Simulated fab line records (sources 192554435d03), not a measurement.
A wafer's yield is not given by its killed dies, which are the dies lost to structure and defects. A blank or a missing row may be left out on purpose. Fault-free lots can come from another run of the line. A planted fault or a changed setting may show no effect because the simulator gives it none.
Matching of chambers	flow n5_finfet	N5_FIN_SAQP_MANDREL1_REMOVE_56 on rie_si-02: 4 sister chambers
The step chemistry HBr/Cl2/O2, target a-Si, stops on SiNx, bt time 10 s. 16 wafers are shown with their chamber, then 8 later ones without.

## WAFERS, EACH WITH ITS CHAMBER
wafer	chamber	throttle_valve_pct (%)	drypump_motor_current_A (A)	oes_product_au (a.u.)
L074.1	2	36.33	6.0	0.970
L074.2	0	37.10	6.4	1.027
L074.4	3	36.91	5.8	1.010
L077.1	0	37.09	6.4	1.027
L077.2	3	36.91	5.9	1.010
L077.5	1	36.92	6.2	1.016
L078.2	1	36.92	6.2	1.021
L078.3	3	36.91	5.8	1.012
L078.5	1	36.92	6.2	1.034
L080.1	0	37.07	6.4	1.020
L080.2	3	36.92	5.8	1.022
L080.4	2	36.35	6.0	0.976
L081.2	0	37.08	6.4	1.029
L081.3	1	36.93	6.3	1.032
L081.6	0	37.10	6.4	1.029
L083.1	1	36.94	6.3	1.023

SIGNATURES (means of the wafers above)
reading	chamber 0	chamber 1	chamber 2	chamber 3	scatter within a chamber
throttle_valve_pct	37.0880	36.9260	36.3400	36.9125	0.0103
drypump_motor_current_A	6.400	6.240	6.000	5.825	0.0403
oes_product_au	1.02640	1.02520	0.97300	1.01350	0.0058
Rule: distance of a wafer from a chamber = root of the sum over the readings of ((wafer's reading minus chamber's mean) / reading's scatter) squared. The wafer belongs to the nearest chamber; if the next one is less than 2 further off, it can't be placed. The scatter: the root of (the sum of the squares of (reading less its chamber's mean) over the shown wafers, divided by (wafers less chambers)).

## WAFERS WITH NO CHAMBER GIVEN
wafer	throttle_valve_pct (%)	drypump_motor_current_A (A)	oes_product_au (a.u.)
L083.2	36.34	6.0	0.969
L083.5	36.36	6.0	0.957
L088.1	37.09	6.4	1.019
L088.3	36.91	5.8	1.021
L088.6	36.33	6.0	0.970
L089.3	36.34	6.0	0.969
L089.4	36.90	5.8	1.023
L089.6	37.08	6.4	1.006

## WHICH CHAMBER EACH ONE RAN IN
wafer	from the rows above	in truth
L083.2	2	2
L083.5	2	2
L088.1	0	0
L088.3	3	3
L088.6	2	2
L089.3	2	2
L089.4	3	3
L089.6	0	0
Correctly placed: 8 of 8. Not placeable from these rows: 0. Placed wrongly: 0.
